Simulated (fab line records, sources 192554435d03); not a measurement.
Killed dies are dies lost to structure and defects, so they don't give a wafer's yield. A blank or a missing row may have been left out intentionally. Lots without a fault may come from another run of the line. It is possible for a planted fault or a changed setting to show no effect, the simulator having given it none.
Which tool did it? -- flow n5-finfet -- Sampling: 24 lots, 72 wafers, 4 of 1938 route steps

WHAT EACH GAUGE READ, for each wafer
N5_BEOL_M9_OCD_MEAS_38.
lot,measured,on,trench-depth-nm (nm)
L074,day 9 17:44,ocd-02,149.7 150.1 156.9
L075,day 9 22:47,ocd-02,149.6 151.6 153.6
L076,day 10 06:52,ocd-02,153.2 155.5 153.0
L077,day 10 07:16,ocd-02,151.8 145.5 148.1
L078,day 10 18:46,ocd-01,153.4 153.5 155.1
L079,day 10 19:06,ocd-01,148.1 150.8 154.4
L080,day 11 04:57,ocd-01,150.5 154.1 154.0
L081,day 11 09:42,ocd-01,153.8 149.3 153.4
L082,day 11 10:07,ocd-02,144.9 149.4 149.5
L083,day 11 18:55,ocd-02,146.8 147.7 150.7
L085,day 12 00:29,ocd-02,151.7 150.7 148.9
L084,day 12 03:51,ocd-02,148.0 145.3 148.5
L086,day 13 03:26,ocd-02,153.2 151.1 150.3
L087,day 13 06:36,ocd-01,148.6 150.6 144.6
L089,day 13 10:56,ocd-01,152.4 150.1 152.2
L088,day 13 18:25,ocd-02,151.3 147.9 147.3
L091,day 13 22:12,ocd-02,156.6 148.1 148.5
L090,day 14 17:31,ocd-02,149.5 150.3 155.0
L092,day 15 03:20,ocd-01,146.6 150.5 146.5
L093,day 16 00:02,ocd-01,155.8 150.7 151.1
L094,day 16 03:17,ocd-01,148.5 154.3 152.7
L096,day 16 03:43,ocd-02,150.9 150.8 150.2
L097,day 17 04:16,ocd-02,150.5 150.5 151.6
L095,day 17 16:37,ocd-01,148.8 149.4 151.3

N5_BEOL_M10_OVL_MEAS_12.
lot,measured,on,M10_OVL (nm)
L074,day 10 00:08,overlay-01,-0.1 0.3 0.3
L075,day 10 05:40,overlay-01,0.0 1.1 -0.1
L076,day 10 12:19,overlay-01,0.2 -0.3 0.2
L077,day 10 12:09,overlay-01,-0.7 0.4 -0.1
L078,day 10 22:49,overlay-01,-1.0 0.6 -0.8
L079,day 11 00:18,overlay-01,0.2 -0.6 0.1
L080,day 11 09:33,overlay-01,-0.8 1.1 -0.2
L081,day 11 13:17,overlay-02,0.4 0.9 -0.7
L082,day 11 13:43,overlay-02,-0.4 -1.3 -0.4
L083,day 12 01:35,overlay-01,-1.4 1.6 0.0
L085,day 12 05:09,overlay-01,0.2 0.8 -1.5
L084,day 12 08:44,overlay-02,-0.8 -0.3 -0.7
L086,day 13 08:31,overlay-02,-1.5 -1.1 -1.5
L087,day 13 10:01,overlay-01,0.9 -0.5 -0.1
L089,day 13 18:46,overlay-02,-0.4 -0.8 0.4
L088,day 13 23:05,overlay-01,-0.9 0.8 0.5
L091,day 14 03:00,overlay-02,-0.8 -0.2 -1.4
L090,day 14 21:41,overlay-01,-0.3 0.0 1.4
L092,day 15 09:48,overlay-01,1.5 0.4 0.4
L093,day 16 03:44,overlay-02,-1.5 -0.4 0.4
L094,day 16 11:43,overlay-02,-0.8 -0.4 -0.5
L096,day 16 12:31,overlay-02,-0.1 0.0 -0.5
L097,day 17 09:14,overlay-01,-0.4 -1.5 0.4
L095,day 17 23:14,overlay-02,-0.9 -0.8 -0.8

N5_BEOL_M10_CD_MEAS_35 targets a cd of 70 nm.
lot,measured,on,cd-nm (nm)
L074,day 10 05:09,cd-sem-01,68.0 68.9 69.0
L075,day 10 07:29,cd-sem-01,69.6 69.9 69.3
L076,day 10 15:02,cd-sem-02,69.5 69.9 69.9
L077,day 10 15:12,cd-sem-01,68.9 69.5 69.0
L078,day 11 00:28,cd-sem-02,70.8 70.5 70.1
L079,day 11 02:51,cd-sem-03,69.4 69.0 68.9
L080,day 11 11:28,cd-sem-02,68.8 69.7 69.4
L081,day 11 15:47,cd-sem-02,70.4 69.9 69.5
L082,day 11 16:04,cd-sem-02,69.6 68.3 68.9
L083,day 12 04:04,cd-sem-02,68.6 69.0 70.1
L085,day 12 08:41,cd-sem-03,70.1 70.9 70.2
L084,day 12 10:28,cd-sem-02,70.1 70.0 70.7
L086,day 13 10:36,cd-sem-02,70.3 69.8 69.5
L087,day 13 14:13,cd-sem-01,69.8 70.2 69.4
L089,day 13 20:29,cd-sem-01,69.5 69.6 68.9
L088,day 14 01:13,cd-sem-01,70.4 69.9 70.3
L091,day 14 06:17,cd-sem-03,69.6 69.6 69.4
L090,day 14 23:34,cd-sem-02,69.0 69.6 70.5
L092,day 15 13:08,cd-sem-02,70.3 69.3 69.2
L093,day 16 06:15,cd-sem-01,69.1 69.8 69.4
L094,day 16 18:34,cd-sem-01,69.4 69.7 69.8
L096,day 16 18:54,cd-sem-03,70.3 69.8 70.6
L097,day 17 14:05,cd-sem-01,70.1 69.8 69.8
L095,day 18 02:39,cd-sem-03,69.6 69.7 70.0

WHICH TOOL RAN EACH LOT (tool, then ch and the chambers of the sampled wafers, then the start)
lot,N5_BEOL_M10_ETCH_61
L074,"rie-diel-01 ch 0,1,3, day 10 00:13"
L075,"rie-diel-05 ch 1,2,3, day 10 05:47"
L076,"rie-diel-01 ch 0,1,3, day 10 12:32"
L077,"rie-diel-01 ch 0,2,3, day 10 12:15"
L078,"rie-diel-01 ch 0,1,3, day 10 22:55"
L079,"rie-diel-01 ch 0,2, day 11 00:52"
L080,"rie-diel-05 ch 0,3, day 11 09:39"
L081,"rie-diel-05 ch 0,2, day 11 13:23"
L082,"rie-diel-03 ch 1,3, day 11 13:49"
L083,"rie-diel-05 ch 0,2, day 12 01:49"
L085,"rie-diel-03 ch 0,2, day 12 05:19"
L084,"rie-diel-03 ch 0,2,3, day 12 08:52"
L086,"rie-diel-03 ch 0,2, day 13 08:39"
L087,"rie-diel-05 ch 2,3, day 13 11:19"
L089,"rie-diel-01 ch 1,2,3, day 13 18:53"
L088,"rie-diel-01 ch 2,3, day 13 23:13"
L091,"rie-diel-01 ch 0,2,3, day 14 03:05"
L090,"rie-diel-03 ch 1,2, day 14 21:46"
L092,"rie-diel-05 ch 1,2,3, day 15 10:00"
L093,"rie-diel-05 ch 1,2, day 16 04:01"
L094,"rie-diel-03 ch 0,1,2, day 16 11:49"
L096,"rie-diel-03 ch 2,3, day 16 12:37"
L097,"rie-diel-01 ch 2,3, day 17 09:19"
L095,"rie-diel-03 ch 2,3, day 17 23:19"
- N5_BEOL_M10_ETCH_61: etches SiARC in CF4, target depth 39 nm, time 65 s.

WHAT THE TOOLS THEMSELVES READ (means of the sampled wafers that have a number; where no wafer has one, the mark that the record gives instead)
N5_BEOL_M10_ETCH_61.
lot,tool,drypump-motor-current-A (A),etch-rf-on-time-s (s),oes-product-au (a.u.),rf-vpp-V (V),showerhead-plenum-p-Torr (Torr),throttle-valve-pct (%)
L074,rie-diel-01,5.6,64.6,0.73,185.0,2.23,15.60
L075,rie-diel-05,5.9,65.7,0.60,183.5,2.12,15.81
L076,rie-diel-01,5.6,65.6,0.71,185.1,2.23,15.61
L077,rie-diel-01,5.4,65.9,0.72,184.8,2.23,15.64
L078,rie-diel-01,5.6,66.1,0.71,185.0,2.23,15.61
L079,rie-diel-01,5.3,66.7,0.67,185.6,2.21,15.55
L080,rie-diel-05,6.1,63.1,0.74,184.6,2.20,15.34
L081,rie-diel-05,6.1,63.5,0.74,184.8,2.25,15.39
L082,rie-diel-03,5.4,66.0,0.66,182.6,2.06,15.67
L083,rie-diel-05,6.1,65.1,0.67,185.3,2.22,15.63
L085,rie-diel-03,5.8,65.0,0.65,184.6,2.17,15.80
L084,rie-diel-03,5.5,66.9,0.64,182.3,2.11,15.82
L086,rie-diel-03,5.5,65.4,0.70,183.5,2.13,15.66
L087,rie-diel-05,6.1,65.4,0.60,184.2,2.14,15.85
L089,rie-diel-01,5.8,65.5,0.70,184.6,2.20,15.58
L088,rie-diel-01,5.6,65.8,0.70,185.4,2.20,15.63
L091,rie-diel-01,5.5,65.4,0.69,185.4,2.22,15.70
L090,rie-diel-03,5.5,65.2,0.75,184.2,2.10,15.39
L092,rie-diel-05,5.9,64.1,0.72,184.5,2.19,15.56
L093,rie-diel-05,5.9,65.9,0.63,184.8,2.16,15.77
L094,rie-diel-03,5.8,65.3,0.75,184.9,2.13,15.39
L096,rie-diel-03,5.1,66.1,0.78,184.4,2.22,15.53
L097,rie-diel-01,5.6,66.1,0.69,185.0,2.23,15.83
L095,rie-diel-03,5.1,65.4,0.76,184.2,2.22,15.56

THE ANSWER, worked out from the rows above alone
Rule: usual is defined by the lots themselves. The widest of any qualifying gaps counts: lots, ordered by their means at a reading, are off when they make up no more than a third of the lots, leave a main group of 4 or more, and stand apart from it by 3 or more times the standard deviation of that group's means. If all means in a main group match to the digits the tables above print for the reading, that group is not used. Also off: a lot with no number at a reading for which 4 or more lots have one. Any other lot the step has rows for is counted as sound. After the gauges, taken in route order, come the tools' own readings; for these a lot's mean is taken, as printed above. The first step at which some lot is off is used, and at that step the reading that is off furthest; a lot without a number counts as furthest.
Nothing can be told from this: no lot is off at any reading shown.

WHAT THE SIMULATOR PUT IN
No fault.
